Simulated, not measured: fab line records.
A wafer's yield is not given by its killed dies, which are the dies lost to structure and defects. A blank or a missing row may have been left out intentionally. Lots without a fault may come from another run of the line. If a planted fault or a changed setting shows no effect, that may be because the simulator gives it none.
A lot that was struck, set against a sound lot :: flow nandHarc :: 40 out of 1302 route steps
Sound: the wafers L394.1, L394.3, L394.6. Wafers L407.2, L407.3, L407.6 were the ones struck. The cause is given at the end.
At each step with rows: each side's tool, then ch and its chambers, then its first start. Under that, the readings that differ: sound wafers :: struck wafers :: difference of the means :: sigmas: that difference in standard deviations of wafers without a fault.
alike: readings with means less than 2 such deviations apart, plus words and numbers identical on both sides. not compared: withheld readings, readings lacking a value on some wafer, bounds such as >300 that could conceal the same value, and numbers that have no deviation in the record and whose values overlap.
Wherever a step has rows on one side only, a row that says differs or no value, or a row with sigmas, the two part there. Numbers that have no deviation but don't overlap get no sigmas and don't part them. A reading missing from all wafers of one side parts the sides only when that side holds two or more wafers.

first, 3 steps without rows for these wafers: NHARC_A_CHANNEL_FILL_D2_ALD_02 (deposits SiO2, target thk 6 nm, pulse time 10 s, ald cycles 60); NHARC_A_CHANNEL_FILL_D2_ALD_03 (deposits SiNx, target thk 6 nm, pulse time 60 s, ald cycles 58); NHARC_A_CHANNEL_FILL_D2_ALD_14 (deposits SiO2, target thk 2.5 nm, pulse time 10 s, ald cycles 25).
NHARC_A_CHANNEL_FILL_D2_ALD_15: deposits SiNx, target thk 2 nm, pulse time 60 s, ald cycles 19.
  sound on aldSinBatch-02 ch 0; struck on aldSinBatch-02 ch 0
  alike: precursorPulseHeightRel
NHARC_A_CHANNEL_FILL_D2_ALD_16: deposits SiO2, target thk 1.5 nm, pulse time 10 s, ald cycles 15.
  sound on aldHk-01 ch 0,1,2, day 13 23:33; struck on aldHk-04 ch 0,2,3, day 20 04:01
  alike: heaterPowerW, precursorPulseHeightRel
then, 7 steps without rows for these wafers: NHARC_A_CHANNEL_FILL_D2_ANNEAL_17 (time 1800 s); NHARC_A_CHANNEL_FILL_D2_CVD_18 (deposits poly-Si, target thk 3 nm); NHARC_A_CHANNEL_FILL_D2_ETCHBACK_19 (etches the open film in HBr/Cl2, target depth 5 nm, time 1.7 s); NHARC_A_CHANNEL_FILL_D2_ETCHBACK_20 (etches the open film in C4F8/O2/Ar, target depth 27 nm, time 13.5 s); NHARC_A_CHANNEL_FILL_D2_STRIP_28 (strips in O2, time 20 s); NHARC_A_CHANNEL_FILL_D2_PRECLEAN_21 (cleans in dHF, time 30 s); NHARC_A_CHANNEL_FILL_D2_SRD_23.
NHARC_A_CHANNEL_FILL_D2_CVD_05: deposits poly-Si, target thk 5 nm.
  sound on lpcvdPoly-01 ch 0, day 14 14:04; struck on lpcvdPoly-03 ch 0, day 20 18:31
reading: spikeTcBottomC (C)
sound: 572.8 571.5 572.5
struck: 600.8 600.2 598.2
difference: +27.5
sigmas: +15

reading: spikeTcCentreC (C)
sound: 551.6 551.1 551.9
struck: 578.0 577.3 577.9
difference: +26.2
sigmas: +22

reading: spikeTcLowerC (C)
sound: 550.1 549.0 548.5
struck: 578.1 578.1 575.9
difference: +28.2
sigmas: +20

reading: spikeTcTopC (C)
sound: 569.0 569.3 567.8
struck: 600.0 596.9 598.0
difference: +29.6
sigmas: +20

reading: spikeTcUpperC (C)
sound: 549.0 548.6 549.1
struck: 579.7 578.1 578.6
difference: +29.9
sigmas: +27

reading: tubeCenterTempC (C)
sound: 550.08 550.05 549.98
struck: 577.81 577.84 577.9
difference: +27.81
sigmas: +99 or more

reading: zonePowerBottomPct (%)
sound: 10.6 10.8 11.0
struck: 12.7 12.5 12.3
difference: +1.7
sigmas: +5
then, 7 steps without rows for these wafers: NHARC_A_CHANNEL_FILL_D2_ANNEAL_22 (time 7200 s); NHARC_A_CHANNEL_FILL_D2_ALD_25 (deposits SiOx, target thk 60 nm, pulse time 10 s, ald cycles 600); NHARC_A_CHANNEL_FILL_D2_ETCHBACK_08 (etches the open film in C4F8, target depth 220 nm, time 110 s); NHARC_A_CHANNEL_FILL_D2_STRIP_29 (strips in O2, time 20 s); NHARC_A_CHANNEL_FILL_D2_PRECLEAN_30 (cleans in dHF, time 30 s); NHARC_A_CHANNEL_FILL_D2_SRD_31; NHARC_A_CHANNEL_FILL_D2_CVD_09 (deposits poly-Si, target thk 150 nm, time 3000 s).
NHARC_A_CHANNEL_FILL_D2_CMP_10: polishes, target thk 150 nm.
  sound on cmp-02 ch 0,2,3, day 15 13:56; struck on cmp-01 ch 0,2,3, day 21 15:19
  alike: motorCurrentA, timeToEndpointS
then, 2 steps without rows for these wafers: NHARC_A_CHANNEL_FILL_D2_SRD_12; NHARC_A_CHANNEL_FILL_D2_RTA_24 (time 5 s).
NHARC_A_CHANNEL_FILL_D2_INSPECT_13:
  sound on defectInspect-01 at day 15 14:32; struck on defectInspect-02 at day 21 16:02
  alike: rawDefectCount
then, 11 steps without rows for these wafers: NHARC_A_STAIRCASE_DEP_156 (deposits SiNx, target thk 50 nm); NHARC_A_STAIRCASE_DEHYDRATE_158 (time 120 s); NHARC_A_STAIRCASE_HMDS_159 (time 30 s); NHARC_A_STAIRCASE_COAT_160; NHARC_A_STAIRCASE_SOFTBAKE_161 (time 170 s); NHARC_A_STAIRCASE_EBR_162; NHARC_A_STAIRCASE_EXPOSE_163 (exposes mask STAIR OPEN); NHARC_A_STAIRCASE_PEB_164 (peb time 130 s); NHARC_A_STAIRCASE_DEVELOP_165 (time 140 s); NHARC_A_STAIRCASE_HARDBAKE_167 (time 140 s); NHARC_A_STAIRCASE_DESCUM_168 (chemistry O2, time 3 s).
NHARC_A_STAIRCASE_ETCH_169: etches the open film in CH3F/O2, target depth 50 nm, time 107.1 s.
  sound on rieDiel-04 ch 1,3, day 15 15:39; struck on rieDiel-08 ch 1,2,3, day 21 17:13
  alike: drypumpMotorCurrentA, oesProductAu, rfVppV, showerheadPlenumPTorr, throttleValvePct
  not compared: rfHoursCounterH
then, 1 step without rows for these wafers: NHARC_A_STAIRCASE_ETCH_170 (etches the open film in C4F6/O2, target depth 200 nm, time 66.667 s).
NHARC_A_STAIRCASE_STRIP_171: strips in O2.
  sound on plasmaAsher-01 ch 0,1, day 15 15:55; struck on plasmaAsher-02 ch 0,1, day 21 17:37
reading: drypumpMotorCurrentA (A)
sound: 6.2 5.9 6.2
struck: 5.3 5.3 5.5
difference: -0.7
sigmas: -2
  alike: heaterPowerW, tempC
  not compared: rfHoursCounterH
-- jump in the record: it breaks off in module A_STAIRCASE and resumes in module END (first step shown: number 1301 of the route), and 9 days separate the struck wafers' starts before and after --
NHARC_END_WLT_00:
  sound on prober-02 at day 25 01:10; struck on prober-01 at day 30 15:59
reading: VT_DECK2_BOTTOM
sound: 0.867 0.869 0.868
struck: 1.058 1.052 1.063
difference: +0.190
sigmas: +23

reading: VT_DECK2_BOTTOM_INNER
sound: 0.862 0.860 0.873
struck: 1.059 1.049 1.061
difference: +0.191
sigmas: +24

reading: VT_DECK2_MEDIAN_NEAR_BOTTOM
sound: 0.859 0.861 0.860
struck: 1.049 1.057 1.068
difference: +0.198
sigmas: +23

reading: VT_DECK2_MEDIAN_NEAR_BOTTOM_INNER
sound: 0.867 0.864 0.866
struck: 1.058 1.042 1.069
difference: +0.191
sigmas: +22

reading: VT_DECK2_MIDDLE
sound: 0.878 0.874 0.881
struck: 1.080 1.082 1.091
difference: +0.207
sigmas: +25

reading: VT_DECK2_MIDDLE_INNER
sound: 0.886 0.887 0.880
struck: 1.081 1.075 1.098
difference: +0.200
sigmas: +25

reading: VT_DECK2_TOP
sound: 0.896 0.891 0.897
struck: 1.103 1.114 1.100
difference: +0.211
sigmas: +26

reading: VT_DECK2_TOP_INNER
sound: 0.882 0.890 0.884
struck: 1.109 1.098 1.111
difference: +0.221
sigmas: +28
  alike: VT_DECK1_BOTTOM, VT_DECK1_BOTTOM_INNER, VT_DECK1_MEDIAN_NEAR_BOTTOM, VT_DECK1_MEDIAN_NEAR_BOTTOM_INNER, VT_DECK1_MIDDLE, VT_DECK1_MIDDLE_INNER, VT_DECK1_TOP, VT_DECK1_TOP_INNER
NHARC_END_SORT_01:
  only the struck wafers appear in the record here, on prober-01 ch 0 at day 30 19:16; the sound ones have no rows

## WHERE THEY PART
At NHARC_A_CHANNEL_FILL_D2_CVD_05 first; at NHARC_END_SORT_01 last (within this record only).

WHY: whatever the simulator had introduced
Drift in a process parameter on lpcvdPoly-03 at NHARC_A_CHANNEL_FILL_D2_CVD_05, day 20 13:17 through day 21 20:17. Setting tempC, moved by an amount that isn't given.
